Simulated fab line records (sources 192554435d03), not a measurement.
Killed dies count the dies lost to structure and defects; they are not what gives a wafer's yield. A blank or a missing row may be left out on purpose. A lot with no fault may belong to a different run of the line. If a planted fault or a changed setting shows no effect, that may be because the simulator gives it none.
Split-lot trial	flow n5 finfet	7 lots, 21 wafers read, on a route of 1938 steps

THE SPLIT
At N5_BEOL_M9_COAT_75 (time 60 s, resist thk 5 nm), the setting spin rpm was moved away from the recipe's 1500 rpm on 7 of the 21 wafers read, by -9.5% to +10.0%. The other wafers ran this setting at the recipe's value.

FROM THE SPLIT TO THE READING: what the file shows between them, 3 steps
- N5_BEOL_M9_COAT_22: resist thk 30 nm
- N5_BEOL_M9_EBR_24
- N5_BEOL_M9_DESCUM_33: chemistry O2, time 7 s

THE READING
etch.depth nm (the simulator's own value, which no gauge read), in nm, at N5_BEOL_M9_ETCH_76 (etches underlayer in N2/H2, target depth 6.5 nm, time 5.2 s). The file gives no usual value for it. The 14 wafers here that ran the recipe average 4.989 nm, standard deviation 0.015 nm.

wafer	tool, chamber at the split	spin rpm as run, rpm	against the recipe	etch.depth nm, nm	against lot-mates on the recipe
L074.1	litho track-03, 0	1410	-6.0%	5.141	+0.169
L074.3	litho track-03, 0	1410	-6.0%	5.138	+0.166
L074.5	litho track-03, 0	1500	recipe	4.972	-
L079.1	litho track-03, 0	1500	recipe	4.959	-
L079.4	litho track-03, 0	1500	recipe	4.966	-
L079.5	litho track-03, 0	1500	recipe	4.985	-
L078.3	litho track-02, 0	1500	recipe	4.995	-
L078.4	litho track-02, 0	1500	recipe	4.989	-
L078.5	litho track-02, 0	1500	recipe	4.989	-
L086.3	litho track-02, 0	1500	recipe	4.994	-
L086.4	litho track-02, 0	1650	+10.0%	4.757	-0.237
L086.6	litho track-02, 0	1650	+10.0%	4.754	-0.240
L090.1	litho track-02, 0	1500	recipe	5.006	-
L090.5	litho track-02, 0	1500	recipe	4.983	-
L090.6	litho track-02, 0	1616	+7.7%	4.809	-0.186
L091.1	litho track-05, 0	1500	recipe	4.997	-
L091.3	litho track-05, 0	1500	recipe	5.008	-
L091.5	litho track-05, 0	1500	recipe	5.004	-
L094.1	litho track-05, 0	1357	-9.5%	5.261	+0.256
L094.3	litho track-05, 0	1357	-9.5%	5.258	+0.253
L094.6	litho track-05, 0	1500	recipe	5.005	-

FIT RESULTS
A straight line over all 21 wafers: etch.depth nm changes by -0.0253 nm for each +1% of spin rpm; r = -0.99; the points scatter about the line by 0.016 nm.
The same after taking each lot's own level away (the mean of its wafers on the recipe; 21 wafers): -0.0254 nm for each +1%; r = -1.00; scatter 0.0093 nm.
On that fit, the largest move of spin rpm shifts the reading by 0.25 nm.
Measured against the standard deviation above, the lots' own levels, which go from 4.9700 to 5.0050 nm, span 2.4 times it.
Consequently the slope shifts little with the lot-to-lot level, the two slopes agreeing.
Check: with one of the wafers moved furthest among these (+10.0%) left out of the fit, the line predicts -0.254 nm for it against its lot-mates. It came out at -0.237 nm against them.

OTHER SPLITS ON THESE WAFERS
Other splits were also applied to these wafers ahead of the reading. Each is held against what the fit with the lots' levels taken away leaves over:
other split on the same wafers	wafers away from the commonest value	r with etch.depth nm (lot level and that fit taken away)
N5_BEOL_M4_DEP_57 time s	6	-0.13
N5_BEOL_M5_ETCH_68 time s	8	-0.19
N5_BEOL_M7_ETCH_61 source w	4	-0.18
N5_BEOL_M9_ETCH_62 time s	6	-0.13

THE WHOLE CHAIN: every reading that the file lists as answering this split, in the file's order
step	what it does	reading	change (the file's fit)	r (the file's)
N5_BEOL_M9_ETCH_76	etches underlayer in N2/H2, target depth 6.5 nm, time 5.2 s	CAR-EUV_of_BEOL_M9_COAT_22.thk nm (the simulator's own value, which no gauge read)	+0.0437 nm for each +1% of the setting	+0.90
N5_BEOL_M9_ETCH_76	etches underlayer in N2/H2, target depth 6.5 nm, time 5.2 s	etch.depth nm (the simulator's own value, which no gauge read)	-0.0253 nm for each +1% of the setting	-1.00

FILE'S OWN FIT
etch.depth nm changes by -0.0253 nm for each +1% of spin rpm, r = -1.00.
